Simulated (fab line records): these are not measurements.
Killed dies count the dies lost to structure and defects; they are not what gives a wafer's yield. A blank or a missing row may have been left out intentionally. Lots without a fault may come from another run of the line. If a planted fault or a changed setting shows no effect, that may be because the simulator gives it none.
Split-lot experiment / flow n5_finfet / 7 lots, 21 wafers read, on a route of 1938 steps

== ON THE SPLIT ==
At N5_SD_EPI_P_PEB_07 (peb time 60 s), the setting peb_time_s was moved away from the recipe's 60 s on 4 of the 21 wafers read, by -21.8% to +14.3%. All remaining wafers had this setting at the recipe value.

== FROM SPLIT TO READING: 1 step shown by the file between the two ==
- N5_SD_EPI_P_DEVELOP_08: develop time 30 s

== THE READING ==
cd_nm (nm) at N5_SD_EPI_P_CD_MEAS_09, where the cd target is 240 nm. Typical for fault-free wafers on this fab line: 240.6 nm, with standard deviation 0.69 nm.

wafer=L074.1; tool, chamber at the split=litho_track-04, 0; peb_time_s as run, s=60; against the recipe=recipe; cd_nm, nm=240.7; against lot-mates on the recipe=-
wafer=L074.2; tool, chamber at the split=litho_track-04, 0; peb_time_s as run, s=60; against the recipe=recipe; cd_nm, nm=240.8; against lot-mates on the recipe=-
wafer=L074.6; tool, chamber at the split=litho_track-04, 0; peb_time_s as run, s=60; against the recipe=recipe; cd_nm, nm=239.7; against lot-mates on the recipe=-
wafer=L075.1; tool, chamber at the split=litho_track-02, 0; peb_time_s as run, s=60; against the recipe=recipe; cd_nm, nm=240.6; against lot-mates on the recipe=-
wafer=L075.3; tool, chamber at the split=litho_track-02, 0; peb_time_s as run, s=60; against the recipe=recipe; cd_nm, nm=240.5; against lot-mates on the recipe=-
wafer=L075.4; tool, chamber at the split=litho_track-02, 0; peb_time_s as run, s=60; against the recipe=recipe; cd_nm, nm=240.6; against lot-mates on the recipe=-
wafer=L084.1; tool, chamber at the split=litho_track-02, 0; peb_time_s as run, s=60; against the recipe=recipe; cd_nm, nm=241.7; against lot-mates on the recipe=-
wafer=L084.3; tool, chamber at the split=litho_track-02, 0; peb_time_s as run, s=60; against the recipe=recipe; cd_nm, nm=240.4; against lot-mates on the recipe=-
wafer=L084.5; tool, chamber at the split=litho_track-02, 0; peb_time_s as run, s=60; against the recipe=recipe; cd_nm, nm=240.6; against lot-mates on the recipe=-
wafer=L088.1; tool, chamber at the split=litho_track-04, 0; peb_time_s as run, s=68.54; against the recipe=+14.2%; cd_nm, nm=245.8; against lot-mates on the recipe=+4.9
wafer=L088.2; tool, chamber at the split=litho_track-04, 0; peb_time_s as run, s=60; against the recipe=recipe; cd_nm, nm=240.9; against lot-mates on the recipe=-
wafer=L088.5; tool, chamber at the split=litho_track-04, 0; peb_time_s as run, s=68.54; against the recipe=+14.2%; cd_nm, nm=244.6; against lot-mates on the recipe=+3.7
wafer=L089.1; tool, chamber at the split=litho_track-01, 0; peb_time_s as run, s=60; against the recipe=recipe; cd_nm, nm=240.2; against lot-mates on the recipe=-
wafer=L089.2; tool, chamber at the split=litho_track-01, 0; peb_time_s as run, s=60; against the recipe=recipe; cd_nm, nm=240.7; against lot-mates on the recipe=-
wafer=L089.6; tool, chamber at the split=litho_track-01, 0; peb_time_s as run, s=68.58; against the recipe=+14.3%; cd_nm, nm=245.1; against lot-mates on the recipe=+4.7
wafer=L091.1; tool, chamber at the split=litho_track-02, 0; peb_time_s as run, s=60; against the recipe=recipe; cd_nm, nm=239.8; against lot-mates on the recipe=-
wafer=L091.4; tool, chamber at the split=litho_track-02, 0; peb_time_s as run, s=60; against the recipe=recipe; cd_nm, nm=240.6; against lot-mates on the recipe=-
wafer=L091.6; tool, chamber at the split=litho_track-02, 0; peb_time_s as run, s=46.91; against the recipe=-21.8%; cd_nm, nm=231.8; against lot-mates on the recipe=-8.4
wafer=L095.1; tool, chamber at the split=litho_track-01, 0; peb_time_s as run, s=60; against the recipe=recipe; cd_nm, nm=240.9; against lot-mates on the recipe=-
wafer=L095.3; tool, chamber at the split=litho_track-01, 0; peb_time_s as run, s=60; against the recipe=recipe; cd_nm, nm=241.0; against lot-mates on the recipe=-
wafer=L095.5; tool, chamber at the split=litho_track-01, 0; peb_time_s as run, s=60; against the recipe=recipe; cd_nm, nm=240.9; against lot-mates on the recipe=-

FIT RESULTS
A straight line over all 21 wafers: cd_nm changes by +0.359 nm for each +1% of peb_time_s; r = +0.98; the points scatter about the line by 0.55 nm.
The same after taking each lot's own level away (the mean of its wafers on the recipe; 21 wafers): +0.345 nm for each +1%; r = +0.98; scatter 0.47 nm.
Per that fit: largest peb_time_s move, reading shift of 7.5 nm.
Across the lots, their own levels run from 240.20 to 240.93 nm, a range of 1.1 times the standard deviation given above.
The two slopes are in agreement: the lot-to-lot level therefore moves the slope only a little.
Check: for one of the wafers moved furthest among these (-21.8%), held out of the fit, the line's prediction against its lot-mates is -6.76 nm. It came out at -8.4 nm against them.

== OTHER SPLITS ON THESE WAFERS ==
Before the reading, these wafers also passed through other splits. Each is held against what the fit with the lots' levels taken away leaves over:
other split on the same wafers=N5_WELL_APT_COAT_19 spin_rpm; wafers away from the commonest value=10; r with cd_nm (lot level and that fit taken away)=+0.04
other split on the same wafers=N5_WELL_APT_PEB_23 peb_time_s; wafers away from the commonest value=4; r with cd_nm (lot level and that fit taken away)=+0.08
other split on the same wafers=N5_PMOS_HMC_CHANNEL_EPI_PEB_07 peb_temp_c; wafers away from the commonest value=7; r with cd_nm (lot level and that fit taken away)=-0.35
other split on the same wafers=N5_PMOS_HMC_CHANNEL_EPI_DEVELOP_08 develop_time_s; wafers away from the commonest value=7; r with cd_nm (lot level and that fit taken away)=+0.22
other split on the same wafers=N5_FIN_SAQP_PEB_14 peb_time_s; wafers away from the commonest value=6; r with cd_nm (lot level and that fit taken away)=+0.03
other split on the same wafers=N5_FIN_CUT_CUT_ETCH_15 time_s; wafers away from the commonest value=5; r with cd_nm (lot level and that fit taken away)=-0.25
other split on the same wafers=N5_DUMMY_GATE_ETCH_42 bias_w; wafers away from the commonest value=7; r with cd_nm (lot level and that fit taken away)=-0.37

== THE WHOLE CHAIN: every reading that the file lists as answering this split, in the file's order ==
step=N5_SD_EPI_P_CD_MEAS_09; what it does=target cd 240 nm; reading=cd_nm; change (the file's fit)=+0.352 nm for each +1% of the setting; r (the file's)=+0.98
step=N5_SD_EPI_P_DESCUM_14; what it does=chemistry O2, time 7.9 s; reading=SD_EPI_P.cd_nm (the simulator's own value, which no gauge read); change (the file's fit)=+0.349 nm for each +1% of the setting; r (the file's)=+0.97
step=N5_SD_EPI_P_ETCH_36; what it does=etches SiARC in CF4, target depth 45.5 nm, time 75.8 s; reading=SD_EPI_P.cd_nm (the simulator's own value, which no gauge read); change (the file's fit)=+0.357 nm for each +1% of the setting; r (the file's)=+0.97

== FILE'S OWN FIT ==
cd_nm changes by +0.352 nm for each +1% of peb_time_s, r = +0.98.
